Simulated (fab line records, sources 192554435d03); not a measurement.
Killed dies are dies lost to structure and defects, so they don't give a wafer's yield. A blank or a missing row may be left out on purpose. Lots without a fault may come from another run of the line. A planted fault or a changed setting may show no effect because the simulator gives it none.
Chamber matching | flow n5_finfet | N5_HKMG_FIN_ALD_71 on ald_metal-03: 4 sister chambers
The step deposits TiN, target thk 1 nm, pulse time 1 s, purge time 3 s. 20 wafers are shown with their chamber, then 10 later ones without.

WAFERS WITH THEIR CHAMBER
wafer  | chamber | heater_power_w (W) | precursor_pulse_height_rel
L074.1 | 0       | 905                | 0.995
L074.4 | 1       | 741                | 1.009
L074.5 | 0       | 905                | 1.003
L075.3 | 0       | 901                | 1.028
L075.4 | 1       | 751                | 1.032
L075.6 | 0       | 892                | 1.013
L078.1 | 3       | 772                | 1.036
L078.2 | 0       | 863                | 1.014
L078.6 | 0       | 893                | 1.020
L082.1 | 0       | 892                | 0.982
L082.2 | 3       | 773                | 0.976
L082.3 | 2       | 806                | 0.974
L085.4 | 2       | 819                | 1.033
L085.5 | 2       | 808                | 1.014
L085.6 | 1       | 758                | 0.998
L086.2 | 0       | 907                | 0.971
L086.4 | 3       | 754                | 0.971
L086.5 | 2       | 815                | 1.036
L088.1 | 2       | 830                | 0.978
L088.3 | 1       | 733                | 1.006

SIGNATURES (means of the wafers above)
reading                    | chamber 0 | chamber 1 | chamber 2 | chamber 3 | scatter within a chamber
heater_power_w             | 894.75    | 745.75    | 815.60    | 766.33    | 12.2
precursor_pulse_height_rel | 1.00325   | 1.01125   | 1.00700   | 0.99433   | 0.0243
Rule: a wafer's distance from a chamber is the root of the sum, over the readings, of the square of ((its reading less the chamber's mean) divided by the reading's scatter). The wafer belongs to the nearest chamber; if the next one is less than 2 further off, it can't be placed. The scatter: the root of (the sum of the squares of (reading less its chamber's mean) over the shown wafers, divided by (wafers less chambers)).

WAFERS WITHOUT THEIR CHAMBER
wafer  | heater_power_w (W) | precursor_pulse_height_rel
L088.4 | 888                | 0.967
L090.3 | 760                | 1.018
L090.4 | 761                | 0.971
L090.6 | 750                | 1.005
L094.2 | 814                | 1.010
L094.3 | 752                | 0.996
L094.6 | 811                | 0.986
L095.1 | 734                | 1.022
L095.3 | 892                | 0.974
L095.5 | 768                | 1.023

WHICH CHAMBER EACH WENT THROUGH
wafer  | from the rows above     | in truth
L088.4 | 0                       | 0
L090.3 | can't be placed: 3 or 1 | 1
L090.4 | can't be placed: 3 or 1 | 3
L090.6 | can't be placed: 1 or 3 | 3
L094.2 | 2                       | 2
L094.3 | can't be placed: 1 or 3 | 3
L094.6 | 2                       | 2
L095.1 | can't be placed: 1 or 3 | 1
L095.3 | 0                       | 0
L095.5 | can't be placed: 3 or 1 | 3
Placed correctly: 4 of 10. Can't be placed from these rows: 6 (the true chamber is among the candidates in 6). Placed wrongly: 0.
